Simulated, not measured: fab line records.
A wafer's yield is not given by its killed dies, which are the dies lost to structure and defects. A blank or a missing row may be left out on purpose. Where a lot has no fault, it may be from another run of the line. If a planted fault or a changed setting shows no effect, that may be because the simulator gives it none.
fab line records	flow n5-finfet	part 1 of 2: steps 1 to 3 of 6
record lots=24	wafers=72	last-day=17
route steps=1938 shown SDB@374 DUMMY_REMOVAL@378 HKMG_FIN@407 GATE_CUT@468
lots untouched by any fault: they come from a run of this same line in which no faults occurred
start-h: start of the lot's first displayed wafer, in hours after the record's first day	wait-h: hours elapsed since this lot's preceding step	" as in the row above	L1.1+2: one row covering several wafers at once	- no value present, or no start provided	* or withheld: withheld	< > ~ a bound
route shown NAME@n: names a module that has steps shown in the file, with the first one's number in the route	usual: mean/standard deviation taken from wafers without a fault	same: alike in all rows	chamber/n: place in a boat	sites: readings site by site	_std_site: standard deviation of those values	_edge_site: mean of outer sites minus mean of inner sites	radius-mm: for every site, how far away it sits from the centre of the wafer	mask NAME#n: copy n	behind: the last tool/chamber to shape the wafer	hold: what put the lot on hold/how long, in hours/how the hold closed	device: transistor that didn't switch, given as n, p or np	end of line: tests of these same wafers at the route's end	where a step has no rows: the recipe by itself	killed: dies lost to structure and defects at the first sort, not the wafer's yield	map: a wafer's dies, marking killed ones x, the rest . and places with no die _
set.NAME: setting as actually run; set.NAME@STEP: the setting as run at that earlier step	model.NAME: the simulator's own value behind a step, which no gauge read
steps of the route over a sample of lots; a table a step, a row a wafer
services: from which hour (start-h, from the record's first day; less than 0 if before it) a tool's chamber was out of use, for how many hours, and why
## steps
# step N5_SDB_CMP_30
# recipe stop-on=poly-Si	t-overpolish-s=1.54	post-cmp-clean=alkaline-brush	down-force-psi=4.1491	platen-rpm=51.796	pad-velocity-m-s=1.0306	target-thk-nm=30
# usual head-pressure-psi=4.148/0.01	motor-current-A=12.8/1.1	overpolish-run-s=1.539/0.0093	retaining-ring-pressure-frac=1.000/0.0052	time-to-endpoint-s=15.6/2.6
lot.wafer	tool	chamber	start-h	wait-h	head-pressure-psi	motor-current-A	overpolish-run-s	retaining-ring-pressure-frac	time-to-endpoint-s
L074.4	cmp-01	0	72.32	1.4	4.137	14.3	1.519	1.005	17.3
L074.2	"	2	"	"	4.164	13.2	1.540	0.995	15.3
L074.5	"	1	"	"	4.140	10.9	1.540	1.002	13.4
L075.2	cmp-01	1	74.67	1.4	4.148	11.5	1.539	1.002	14.8
L075.1	"	2	"	"	4.160	12.8	1.542	1.002	15.6
L075.5	"	2	"	"	4.151	13.0	1.555	0.993	15.1
L076.3	cmp-04	0	81.76	1.5	4.137	11.2	1.527	1.003	11.4
L076.5	"	1	"	"	4.160	10.8	1.562	1.005	10.5
L076.6	"	2	"	"	4.150	12.8	1.545	0.998	12.3
L077.4	cmp-01	3	87.33	1.4	4.140	12.8	1.545	1.000	19.3
L077.3	"	0	"	"	4.146	13.8	1.528	0.988	20.7
L077.2	"	1	"	"	4.155	11.9	1.535	1.003	15.6
L078.2	cmp-01	2	94.35	1.4	4.143	12.4	1.545	1.001	17.5
L078.4	"	3	"	"	4.153	13.1	1.524	1.008	18.7
L078.3	"	0	"	"	4.160	14.0	1.535	0.995	17.5
L079.3	cmp-01	2	100.82	1.4	4.152	13.3	1.549	1.003	13.5
L079.2	"	0	"	"	4.160	14.3	1.553	0.997	14.6
L079.6	"	3	"	"	4.168	12.8	1.528	1.007	15.7
L080.4	cmp-01	0	108.73	1.4	4.139	13.5	1.527	0.999	14.2
L080.3	"	3	"	"	4.144	13.5	1.542	1.000	15.3
L080.6	"	1	"	"	4.138	11.8	1.539	0.998	14.3
L081.3	cmp-01	1	112.10	1.4	4.158	11.6	1.532	0.993	15.3
L081.4	"	3	"	"	4.161	13.4	1.532	1.000	19.3
L081.6	"	0	"	"	4.156	14.0	1.534	1.006	17.2
L082.2	cmp-04	2	115.41	1.4	4.152	12.7	1.525	1.011	9.7
L082.3	"	3	"	"	4.143	13.5	1.545	0.997	9.9
L082.1	"	0	"	"	4.137	11.1	1.539	0.989	8.4
L083.2	cmp-01	0	121.86	1.7	4.152	14.0	1.532	1.001	15.4
L083.6	"	2	"	"	4.159	13.6	1.542	1.003	18.4
L083.5	"	3	"	"	4.148	13.0	1.542	0.994	17.3
L084.4	cmp-01	3	129.14	1.4	4.162	13.5	1.542	0.998	21.8
L084.3	"	1	"	"	4.150	11.5	1.553	0.997	19.7
L084.2	"	2	"	"	4.140	13.2	1.533	0.995	20.2
L085.4	cmp-02	2	138.61	1.5	4.144	14.1	1.557	1.002	11.5
L085.1	"	3	"	"	4.144	10.1	1.526	0.998	13.4
L085.5	"	1	"	"	4.161	12.6	1.529	1.001	15.4
L086.1	cmp-01	3	145.77	1.4	4.142	12.9	1.541	0.998	17.9
L086.2	"	0	"	"	4.149	14.1	1.547	1.004	16.0
L086.6	"	2	"	"	4.160	14.0	1.534	1.004	14.2
L087.2	cmp-01	2	155.41	1.4	4.156	13.6	1.532	1.002	17.3
L087.4	"	3	"	"	4.153	13.9	1.548	0.996	19.9
L087.1	"	0	"	"	4.142	14.2	1.531	1.009	17.7
L088.2	cmp-02	1	155.55	1.5	4.144	12.3	1.530	1.004	13.8
L088.6	"	1	"	"	4.151	12.3	1.556	1.006	15.6
L088.5	"	2	"	"	4.143	14.9	1.549	1.004	10.8
L089.1	cmp-01	3	168.34	1.4	4.153	13.0	1.534	0.997	12.8
L089.4	"	0	"	"	4.137	14.0	1.537	0.998	13.8
L089.6	"	3	"	"	4.150	12.3	1.549	0.991	16.7
L090.3	cmp-04	2	174.51	1.4	4.137	12.7	1.551	0.999	14.2
L090.1	"	0	"	"	4.168	11.1	1.554	0.998	12.9
L090.5	"	3	"	"	4.143	13.9	1.535	0.998	15.7
L091.4	cmp-02	1	178.64	1.4	4.128	12.6	1.539	1.000	17.9
L091.2	"	2	"	"	4.153	14.8	1.550	1.006	12.1
L091.6	"	1	"	"	4.132	12.6	1.536	1.012	14.4
L092.4	cmp-02	1	183.43	1.4	4.127	12.6	1.526	0.993	17.4
L092.2	"	2	"	"	4.159	14.7	1.546	1.002	14.3
L092.6	"	0	"	"	4.132	12.0	1.546	1.009	16.4
L093.2	cmp-02	3	186.27	1.5	4.155	11.0	1.528	0.992	13.6
L093.3	"	0	"	"	4.160	12.8	1.545	0.988	18.5
L093.5	"	1	"	"	4.153	12.8	1.541	0.999	17.4
L094.1	cmp-01	1	194.04	1.4	4.144	12.2	1.548	1.004	13.9
L094.6	"	1	"	"	4.148	11.2	1.533	0.998	16.0
L094.5	"	2	"	"	4.141	13.2	1.540	1.004	16.2
L095.1	cmp-02	0	196.42	1.4	4.159	12.6	1.534	0.987	16.3
L095.2	"	1	"	"	4.147	12.8	1.532	0.995	14.4
L095.5	"	0	"	"	4.152	12.6	1.533	0.988	16.3
L096.2	cmp-04	2	207.12	1.4	4.156	12.1	1.549	1.009	16.0
L096.4	"	0	"	"	4.155	10.9	1.533	0.999	11.7
L096.6	"	2	"	"	4.133	12.0	1.531	1.005	15.0
L097.3	cmp-01	0	208.78	1.5	4.137	14.1	1.553	0.998	17.7
L097.6	"	1	"	"	4.152	11.6	1.548	1.000	15.5
L097.5	"	2	"	"	4.161	12.9	1.530	1.005	15.2
# step N5_SDB_THK_MEAS_31
# recipe reads=a-Si_of_DUMMY_GATE_CVD_03
# usual SDB_THK=63.6/1.8
lot.wafer	tool	chamber	start-h	wait-h	SDB_THK[nm]
L074.2	film-metro-01	-	72.61	-	65.0
L074.4	"	-	"	"	65.3
L074.5	"	-	"	"	64.8
L075.1	film-metro-01	-	74.97	-	63.7
L075.2	"	-	"	"	61.9
L075.5	"	-	"	"	64.6
L076.3	film-metro-02	-	81.94	-	61.8
L076.5	"	-	"	"	62.7
L076.6	"	-	"	"	64.5
L077.2	film-metro-02	-	87.63	-	64.2
L077.3	"	-	"	"	61.9
L077.4	"	-	"	"	63.2
L078.2	film-metro-01	-	94.60	-	64.2
L078.3	"	-	"	"	62.1
L078.4	"	-	"	"	63.5
L079.2	film-metro-01	-	101.11	-	61.8
L079.3	"	-	"	"	62.3
L079.6	"	-	"	"	60.3
L080.3	film-metro-01	-	109.02	-	63.1
L080.4	"	-	"	"	66.7
L080.6	"	-	"	"	68.7
L081.3	film-metro-02	-	112.36	-	63.5
L081.4	"	-	"	"	64.0
L081.6	"	-	"	"	61.7
L082.1	film-metro-02	-	115.67	-	61.7
L082.2	"	-	"	"	67.1
L082.3	"	-	"	"	65.4
L083.2	film-metro-01	-	122.08	-	65.3
L083.5	"	-	"	"	63.2
L083.6	"	-	"	"	65.1
L084.2	film-metro-01	-	129.45	0.1	60.6
L084.3	"	-	"	"	63.1
L084.4	"	-	"	"	61.0
L085.1	film-metro-02	-	138.83	-	62.1
L085.4	"	-	"	"	63.9
L085.5	"	-	"	"	61.6
L086.1	film-metro-01	-	146.03	-	61.0
L086.2	"	-	"	"	63.6
L086.6	"	-	"	"	63.5
L087.1	film-metro-02	-	155.71	-	62.9
L087.2	"	-	"	"	63.3
L087.4	"	-	"	"	61.8
L088.2	film-metro-01	-	155.84	-	60.8
L088.5	"	-	"	"	62.0
L088.6	"	-	"	"	61.5
L089.1	film-metro-02	-	168.60	-	64.2
L089.4	"	-	"	"	65.0
L089.6	"	-	"	"	64.4
L090.1	film-metro-02	-	174.81	-	59.7
L090.3	"	-	"	"	63.0
L090.5	"	-	"	"	63.3
L091.2	film-metro-01	-	178.89	-	65.1
L091.4	"	-	"	"	64.7
L091.6	"	-	"	"	66.9
L092.2	film-metro-02	-	183.69	-	63.2
L092.4	"	-	"	"	65.3
L092.6	"	-	"	"	64.2
L093.2	film-metro-01	-	186.49	-	64.9
L093.3	"	-	"	"	63.6
L093.5	"	-	"	"	64.8
L094.1	film-metro-01	-	194.34	-	61.8
L094.5	"	-	"	"	63.3
L094.6	"	-	"	"	61.2
L095.1	film-metro-01	-	196.71	-	62.9
L095.2	"	-	"	"	60.6
L095.5	"	-	"	"	61.4
L096.2	film-metro-02	-	207.42	-	66.5
L096.4	"	-	"	"	62.7
L096.6	"	-	"	"	62.8
L097.3	film-metro-01	-	208.97	-	67.2
L097.5	"	-	"	"	67.8
L097.6	"	-	"	"	61.7
# step N5_DUMMY_REMOVAL_STRIP_10
# recipe chemistry=N2/H2	time-s=40	power-w=100	temp-c=40	pressure-mtorr=100	rf-frequency-hz=6e+07	bias-power-w=3	n2-flow-sccm=300	h2-flow-sccm=300
# usual bias-power-w=2.999/0.01	drypump-motor-current-A=5.8/0.45	oes-product-au=0.80/0.1	rf-vpp-V=45.5/0.86	showerhead-plenum-p-Torr=3.40/0.097	throttle-valve-pct=12.2/0.31
lot.wafer	tool	chamber	start-h	wait-h	bias-power-w	drypump-motor-current-A	oes-product-au	rf-hours-counter-h	rf-vpp-V	showerhead-plenum-p-Torr	throttle-valve-pct
L074.2	rie-diel-06	3	72.94	0.0	2.998	5.4	0.99	2	45.6	3.58	11.7
L074.4	"	0	"	"	2.999	6.0	0.88	45	44.4	3.45	12.2
L074.5	"	3	"	"	2.993	5.4	0.99	-	46.5	3.58	11.7
L075.1	rie-diel-03	1	75.06	0.0	3.008	5.7	0.78	140	43.7	3.21	12.2
L075.2	"	3	"	"	3.010	5.7	0.71	183	45.8	3.49	12.4
L075.5	"	3	"	"	2.991	5.7	0.70	-	43.7	3.49	12.4
L076.3	rie-diel-06	0	82.03	0.0	3.005	6.1	0.88	48	45.8	3.45	12.2
L076.5	"	1	"	"	2.997	5.5	0.70	-	45.2	3.34	12.5
L076.6	"	0	"	"	2.995	6.0	0.88	-	46.3	3.45	12.2
L077.2	rie-diel-03	1	87.72	0.0	2.978	5.7	0.77	143	45.7	3.21	12.2
L077.3	"	3	"	"	3.016	5.7	0.70	186	47.1	3.49	12.4
L077.4	"	2	"	"	3.011	6.6	0.67	235	44.9	3.43	12.3
L078.2	rie-diel-02	1	94.70	0.0	2.997	6.7	0.83	66	45.5	3.42	11.9
L078.3	"	2	"	"	3.014	6.1	0.71	226	45.0	3.37	12.9
L078.4	"	0	"	"	3.013	6.3	0.71	185	46.9	3.46	12.0
L079.2	rie-diel-03	3	101.20	0.0	3.003	5.8	0.71	188	47.0	3.49	12.4
L079.3	"	1	"	"	2.987	5.7	0.78	148	47.2	3.20	12.2
L079.6	"	2	"	"	2.991	6.6	0.68	-	45.9	3.43	12.3
L080.3	rie-diel-06	1	109.11	0.0	3.006	5.5	0.70	244	43.6	3.34	12.5
L080.4	"	3	"	"	2.997	5.4	0.96	12	46.3	3.58	11.7
L080.6	"	2	"	"	2.992	5.4	0.77	-	45.4	3.40	12.5
L081.3	rie-diel-06	1	112.45	0.0	3.002	5.5	0.70	245	46.2	3.34	12.5
L081.4	"	0	"	"	2.994	6.0	0.86	57	47.2	3.44	12.3
L081.6	"	2	"	"	3.000	5.3	0.76	-	45.1	3.40	12.5
L082.1	rie-diel-03	1	115.82	0.0	3.006	5.7	0.77	152	45.0	3.20	12.2
L082.2	"	3	"	"	2.990	5.7	0.70	193	45.5	3.49	12.4
L082.3	"	0	"	"	2.988	6.2	0.70	237	46.2	3.34	12.4
L083.2	rie-diel-03	3	122.17	0.0	3.008	5.7	0.70	195	46.7	3.49	12.5
L083.5	"	3	"	"	2.997	5.7	0.70	-	46.3	3.49	12.5
L083.6	"	2	"	"	2.995	6.6	0.68	-	44.6	3.43	12.3
L084.2	rie-diel-06	2	129.60	0.0	2.982	5.4	0.77	144	46.7	3.40	12.5
L084.3	"	0	"	"	3.006	6.1	0.86	62	45.6	3.44	12.2
L084.4	"	3	"	"	3.013	5.4	0.94	-	45.6	3.57	11.7
L085.1	rie-diel-03	1	139.02	0.0	3.015	5.7	0.77	159	44.9	3.20	12.2
L085.4	"	1	"	"	3.018	5.7	0.77	-	45.2	3.20	12.2
L085.5	"	3	"	"	2.998	5.7	0.70	-	45.2	3.49	12.4
L086.1	rie-diel-02	0	146.22	0.0	2.996	6.3	0.71	200	45.8	3.45	12.0
L086.2	"	2	"	"	2.995	6.1	0.69	241	44.5	3.37	12.9
L086.6	"	3	"	"	2.983	5.3	0.88	-	46.2	3.30	11.8
L087.1	rie-diel-06	1	155.81	0.0	2.997	5.5	0.99	2	45.8	3.34	11.9
L087.2	"	3	"	"	2.976	5.4	0.91	28	45.8	3.57	11.7
L087.4	"	2	"	"	2.985	5.4	0.76	154	45.6	3.39	12.6
L088.2	rie-diel-03	1	155.93	0.0	2.996	5.7	0.76	166	45.0	3.19	12.3
L088.5	"	3	"	"	2.998	5.7	0.70	-	46.6	3.48	12.5
L088.6	"	1	"	"	2.999	5.7	0.76	-	44.5	3.19	12.3
L089.1	rie-diel-06	0	168.69	0.0	3.004	6.1	0.83	76	46.7	3.43	12.3
L089.4	"	1	"	"	3.004	5.5	0.97	6	45.9	3.33	11.9
L089.6	"	1	"	"	3.012	5.5	0.98	-	45.2	3.33	11.9
L090.1	rie-diel-06	1	174.98	0.0	2.993	5.5	0.96	8	44.8	3.33	11.9
L090.3	"	0	"	"	3.005	6.1	0.84	78	44.7	3.43	12.3
L090.5	"	0	"	"	3.001	6.1	0.84	-	46.8	3.43	12.3
L091.2	rie-diel-06	2	178.99	0.0	2.976	5.4	0.75	162	46.2	3.39	12.6
L091.4	"	3	"	"	2.999	5.4	0.90	36	45.5	3.56	11.8
L091.6	"	0	"	"	2.981	6.1	0.84	-	46.5	3.43	12.3
L092.2	rie-diel-02	0	183.78	0.0	3.010	6.3	0.69	213	46.1	3.45	12.0
L092.4	"	0	"	"	3.000	6.3	0.70	-	45.8	3.45	12.1
L092.6	"	1	"	"	2.979	6.7	0.81	-	44.9	3.40	12.0
L093.2	rie-diel-02	0	186.67	0.0	3.010	6.3	0.70	214	46.2	3.45	12.1
L093.3	"	3	"	"	3.002	5.2	0.84	53	45.7	3.29	11.9
L093.5	"	0	"	"	2.991	6.3	0.70	-	45.0	3.45	12.0
L094.1	rie-diel-03	0	194.43	0.0	3.006	6.2	0.96	7	46.3	3.33	11.8
L094.5	"	0	"	"	3.002	6.2	0.97	-	45.9	3.33	11.8
L094.6	"	3	"	"	3.002	5.7	0.68	-	45.9	3.47	12.5
L095.1	rie-diel-06	1	196.86	0.0	2.997	5.5	0.95	15	44.4	3.33	12.0
L095.2	"	3	"	"	3.006	5.4	0.90	41	45.2	3.56	11.8
L095.5	"	1	"	"	2.998	5.5	0.95	-	45.1	3.33	12.0
L096.2	rie-diel-06	2	207.51	0.0	2.992	5.4	0.75	170	46.2	3.38	12.6
L096.4	"	3	"	"	2.998	5.4	0.90	43	46.2	3.56	11.8
L096.6	"	2	"	"	3.007	5.4	0.75	-	45.3	3.38	12.6
L097.3	rie-diel-02	0	209.06	0.0	2.994	6.3	0.69	220	46.6	3.44	12.1
L097.5	"	3	"	"	3.008	5.3	0.83	-	46.0	3.29	11.9
L097.6	"	2	"	"	3.010	6.1	0.98	-	45.6	3.36	12.3
